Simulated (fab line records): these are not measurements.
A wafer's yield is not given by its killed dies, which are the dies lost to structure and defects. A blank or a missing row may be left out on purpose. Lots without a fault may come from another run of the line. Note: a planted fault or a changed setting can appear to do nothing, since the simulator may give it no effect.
Which tool is to blame? -- flow nand_harc -- 24 lots with 72 wafers sampled at 4 steps, on a route of 1302 steps

== WHAT THE GAUGES READ, wafer by wafer ==
NHARC_P_CONTACT_INSPECT_27.
lot,measured,on,raw_defect_count
L074,day 6 05:56,defect_inspect-02,242 187 153
L075,day 6 12:23,defect_inspect-02,318 307 313
L076,day 7 03:45,defect_inspect-02,273 303 277
L077,day 7 04:34,defect_inspect-01,124 200 363
L079,day 8 01:24,defect_inspect-01,260 255 175
L078,day 8 02:08,defect_inspect-02,177 380 467
L080,day 8 12:44,defect_inspect-02,576 325 381
L081,day 9 01:19,defect_inspect-02,311 301 348
L082,day 9 07:25,defect_inspect-01,189 263 209
L083,day 9 17:48,defect_inspect-01,112 161 322
L084,day 10 05:05,defect_inspect-02,341 181 222
L085,day 10 18:22,defect_inspect-02,306 384 219
L086,day 10 23:32,defect_inspect-01,422 418 300
L087,day 11 09:09,defect_inspect-01,379 369 186
L088,day 12 01:27,defect_inspect-01,534 654 394
L089,day 12 02:47,defect_inspect-02,161 154 208
L090,day 13 00:58,defect_inspect-01,326 438 545
L091,day 13 01:33,defect_inspect-01,470 219 267
L092,day 13 08:56,defect_inspect-02,150 221 200
L093,day 13 23:58,defect_inspect-01,325 499 265
L094,day 14 04:17,defect_inspect-02,688 332 320
L095,day 15 04:01,defect_inspect-02,248 230 323
L096,day 15 06:51,defect_inspect-02,325 270 484
L097,day 15 17:43,defect_inspect-01,374 224 314

NHARC_P_M1_INSPECT_11.
lot,measured,on,raw_defect_count
L074,day 6 11:13,defect_inspect-01,4 3 1
L075,day 6 17:32,defect_inspect-01,10 10 10
L076,day 7 08:43,defect_inspect-02,3 2 4
L077,day 7 09:34,defect_inspect-02,1 2 4
L079,day 8 06:23,defect_inspect-01,1 1 3
L078,day 8 07:15,defect_inspect-01,8 7 7
L080,day 8 17:43,defect_inspect-02,4 4 6
L081,day 9 06:22,defect_inspect-01,2 2 2
L082,day 9 12:29,defect_inspect-02,3 4 5
L083,day 9 22:56,defect_inspect-02,7 2 5
L084,day 10 10:20,defect_inspect-01,1 8 1
L085,day 11 00:21,defect_inspect-02,9 10 6
L086,day 11 04:45,defect_inspect-01,6 6 2
L087,day 11 14:05,defect_inspect-02,12 10 8
L088,day 12 06:24,defect_inspect-02,5 2 6
L089,day 12 07:50,defect_inspect-02,6 0 7
L090,day 13 05:47,defect_inspect-01,1 0 1
L091,day 13 06:36,defect_inspect-02,3 5 12
L092,day 13 13:56,defect_inspect-02,5 1 2
L093,day 14 04:57,defect_inspect-01,5 4 6
L094,day 14 09:19,defect_inspect-02,5 4 4
L095,day 15 08:56,defect_inspect-01,3 6 4
L096,day 15 13:10,defect_inspect-01,6 3 2
L097,day 15 22:59,defect_inspect-02,2 2 3

== EACH LOT AND THE TOOL THAT RAN IT (in order: tool; ch and the chambers of the sampled wafers; start) ==
lot,NHARC_P_CONTACT_CMP_01,NHARC_P_CONTACT_CMP_24
L074,"cmp-01 ch 1,2,3, day 6 02:02","cmp-02 ch 0,3, day 6 05:34"
L075,"cmp-02 ch 2,3, day 6 08:25","cmp-01 ch 1,2,3, day 6 11:59"
L076,"cmp-04 ch 0,1,2, day 6 23:40","cmp-04 ch 0,1,3, day 7 03:23"
L077,"cmp-04 ch 1,2,3, day 7 00:35","cmp-04 ch 0,1,2, day 7 04:10"
L079,"cmp-02 ch 1,2, day 7 21:23","cmp-01 ch 0,1, day 8 01:01"
L078,"cmp-04 ch 0,2,3, day 7 22:04","cmp-04 ch 2,3, day 8 01:44"
L080,"cmp-01 ch 0,1, day 8 08:37","cmp-01 ch 0,1,3, day 8 12:20"
L081,"cmp-02 ch 0,1,2, day 8 20:34","cmp-04 ch 0,1, day 9 00:55"
L082,"cmp-04 ch 1,3, day 9 03:28","cmp-01 ch 1,2, day 9 07:01"
L083,"cmp-04 ch 1,2,3, day 9 13:42","cmp-02 ch 0,2,3, day 9 17:24"
L084,"cmp-04 ch 0,1,3, day 10 01:10","cmp-02 ch 0,1,3, day 10 04:44"
L085,"cmp-04 ch 1,2, day 10 14:16","cmp-04 ch 2,3, day 10 17:59"
L086,"cmp-01 ch 1,2,3, day 10 19:36","cmp-04 ch 1,2, day 10 23:08"
L087,"cmp-02 ch 0,1, day 11 05:10","cmp-04 ch 1,2, day 11 08:45"
L088,"cmp-02 ch 0,2,3, day 11 21:21","cmp-01 ch 0,1,2, day 12 01:07"
L089,"cmp-01 ch 0,1, day 11 22:41","cmp-01 ch 1,2, day 12 02:23"
L090,"cmp-04 ch 0,2,3, day 12 20:52","cmp-04 ch 0,1,2, day 13 00:34"
L091,"cmp-02 ch 0,1, day 12 21:29","cmp-02 ch 1,2, day 13 01:10"
L092,"cmp-02 ch 0,1,3, day 13 04:52","cmp-04 ch 0,3, day 13 08:33"
L093,"cmp-01 ch 1,2, day 13 19:50","cmp-02 ch 0,1,3, day 13 23:36"
L094,"cmp-02 ch 0,2,3, day 14 00:19","cmp-01 ch 0,1,3, day 14 03:53"
L095,"cmp-04 ch 2,3, day 15 00:02","cmp-04 ch 0,2,3, day 15 03:39"
L096,"cmp-01 ch 0,1,2, day 15 02:44","cmp-01 ch 0,2,3, day 15 06:27"
L097,"cmp-01 ch 0,1,3, day 15 13:38","cmp-01 ch 0,2, day 15 17:20"
- NHARC_P_CONTACT_CMP_01: polishes SiO2, target thk 200 nm.
- NHARC_P_CONTACT_CMP_24: polishes, t overpolish 30 s, target thk 200 nm.

== WHAT THE TOOLS THEMSELVES READ (means of the sampled wafers that have a number; where no wafer has one, the mark that the record gives instead) ==
NHARC_P_CONTACT_CMP_01.
lot,tool,motor_current_A (A)
L074,cmp-01,11.7
L075,cmp-02,11.4
L076,cmp-04,12.6
L077,cmp-04,11.9
L079,cmp-02,13.0
L078,cmp-04,11.7
L080,cmp-01,10.7
L081,cmp-02,12.6
L082,cmp-04,12.9
L083,cmp-04,12.0
L084,cmp-04,12.5
L085,cmp-04,12.0
L086,cmp-01,11.6
L087,cmp-02,13.3
L088,cmp-02,12.5
L089,cmp-01,10.9
L090,cmp-04,11.6
L091,cmp-02,13.1
L092,cmp-02,12.4
L093,cmp-01,11.2
L094,cmp-02,12.1
L095,cmp-04,11.3
L096,cmp-01,11.2
L097,cmp-01,11.0

NHARC_P_CONTACT_CMP_24.
lot,tool,motor_current_A (A),overpolish_run_s (s),time_to_endpoint_s (s)
L074,cmp-02,11.8,30.006,40.3
L075,cmp-01,11.5,29.995,37.3
L076,cmp-04,12.2,30.002,38.5
L077,cmp-04,12.6,30.004,38.7
L079,cmp-01,10.7,29.999,38.0
L078,cmp-04,11.3,30.004,41.9
L080,cmp-01,11.2,29.997,40.1
L081,cmp-04,13.3,30.007,36.8
L082,cmp-01,11.9,30.000,37.1
L083,cmp-02,12.4,30.005,38.4
L084,cmp-02,12.3,30.003,40.1
L085,cmp-04,11.1,30.001,40.8
L086,cmp-04,11.9,29.998,43.0
L087,cmp-04,12.1,29.994,41.9
L088,cmp-01,11.3,29.995,40.1
L089,cmp-01,11.3,29.990,36.8
L090,cmp-04,12.6,30.001,45.4
L091,cmp-02,12.3,30.008,39.9
L092,cmp-04,12.2,29.999,40.2
L093,cmp-02,11.8,29.994,40.9
L094,cmp-01,11.0,30.002,35.6
L095,cmp-04,12.0,29.998,45.2
L096,cmp-01,11.6,29.998,39.3
L097,cmp-01,11.7,29.998,39.6

== THE ANSWER, worked out from the rows above alone ==
Rule: the usual values come from the lots themselves. Put in order of their means at a reading, lots are off if they are a third of the lots or fewer, leave a main group of 4 or more, and stand apart from it by a gap of 3 or more times the standard deviation of the main group's means; of several such gaps the widest counts. The tables above print the reading to a certain number of digits; a main group whose means all agree to those digits is not used. Also off: a lot with no number at a reading for which 4 or more lots have one. The other lots that the step has rows for count as sound. After the gauges, taken in route order, come the tools' own readings; for these a lot's mean is taken, as printed above. The first step at which some lot is off is used, and at that step the reading that is off furthest; a lot without a number counts as furthest.
Nothing can be told from this: no lot is off at any reading shown.

== WHAT THE SIMULATOR PUT IN ==
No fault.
